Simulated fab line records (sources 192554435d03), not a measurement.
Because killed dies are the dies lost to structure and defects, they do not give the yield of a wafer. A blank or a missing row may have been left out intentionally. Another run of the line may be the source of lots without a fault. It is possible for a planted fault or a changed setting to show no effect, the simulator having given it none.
Problem report in the 8D (eight disciplines) form, filled by code || flow n5Finfet || the parts of the form that need people (team, actions taken, sign-off) are left out

## 1. WHAT WENT WRONG
Mean of rfFwdPowerW at N5_GATE_CUT_CUT_ETCH_53: 1092.0 W across 6 wafers in 2 lots; on wafers with no fault it is 877.9 W (standard deviation 3). Relative to the usual mean, that is a shift of +71 standard deviations.
The step: etches W in SF6/Cl2, target depth 79.2 nm.
First seen on wafer L372.1, day 7 11:53, on rieMetal-01. At this step, 27 wafers from 9 lots have a number in the record. Rule for "out" (also "out of limits"): further than 4 standard deviations from the usual mean. All remaining wafers that have a number are taken as sound.

## 2. WHAT THIS IS AND IS NOT
{"question": "which readings at this step", "is": "rfFwdPowerW, etchRfOnTimeS", "is not": "biasW, drypumpMotorCurrentA, oesProductAu, throttleValvePct"}
{"question": "which lots", "is": "L372, L374", "is not": "L360, L361, L368, L376, L377, L380, L382"}
{"question": "which wafers of those lots", "is": "all that have a number", "is not": "-"}
{"question": "read on which tools", "is": "rieMetal-01", "is not": "rieMetal-02, rieMetal-03"}
{"question": "when", "is": "from day 7 11:53", "is not": "up to then (9 sound wafers); but 12 sound wafers of L376, L377, L380, L382 came after"}

## 3. WHAT RULES OUT EACH SUSPECT
Counting: a tool stays on the suspect list if, at a process step up to the reading, it processed all lots that are out and no sound lot following the first of them.
- rieDiel-02 at N5_GATE_CUT_ETCH_37 (etches SOC in N2/H2, target depth 60 nm, overetch 12 nm, time 90 s): ruled out as a lasting fault. After its first lot that is out, L372 (day 7 11:35), sound lots L377 ran on it.
- rieMetal-01 at N5_GATE_CUT_CUT_ETCH_53 (etches W in SF6/Cl2, target depth 79.2 nm): kept. Every lot that is out went through it, starting with L372 (day 7 11:53), and after that it ran no sound lot; the last sound lot it ran before then is L368 (day 6 16:19). Its own etchRfOnTimeS, rfFwdPowerW readings are out on those wafers.
Left after counting: rieMetal-01 at N5_GATE_CUT_CUT_ETCH_53.

## 4. THE CAUSE (what the simulator had put in)
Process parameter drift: rieMetal-01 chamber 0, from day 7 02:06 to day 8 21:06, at N5_GATE_CUT_CUT_ETCH_53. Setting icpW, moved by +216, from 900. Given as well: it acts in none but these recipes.
The count eliminated every tool but this one.

## 5. SEQUENCE OF EFFECTS, ordered by route
One row per reading whose mean, taken over the struck wafers that have a number, lies over 3 standard deviations from the usual. Only readings whose record carries a usual standard deviation are examined. hours: median over the lots of the time between each lot's start at the first step of this table that gives one and its start at this step. sigmas: the change, counted in usual standard deviations.
{"hours": 0, "step": "N5_GATE_CUT_CUT_ETCH_53", "reading": "etchRfOnTimeS", "usual": "26.8 s", "on struck wafers": 21.8, "change": -5.0, "sigmas": -7.0}
{"hours": 0, "step": "N5_GATE_CUT_CUT_ETCH_53", "reading": "rfFwdPowerW", "usual": "877.9 W", "on struck wafers": 1092.0, "change": "+214.1", "sigmas": "+71"}
Process steps it contains:
- N5_GATE_CUT_CUT_ETCH_53: etches W in SF6/Cl2, target depth 79.2 nm.
Later steps that measure or inspect, where all struck wafers having a row at the step show a number for every such reading and not one has moved that far: N5_BEOL_M4_RC_MEAS_101.

## 6. HOW IT WOULD HAVE BEEN CAUGHT EARLIER
The fault began at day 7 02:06; the first out-of-limits reading in this record came at day 7 11:53, 10 hours later.
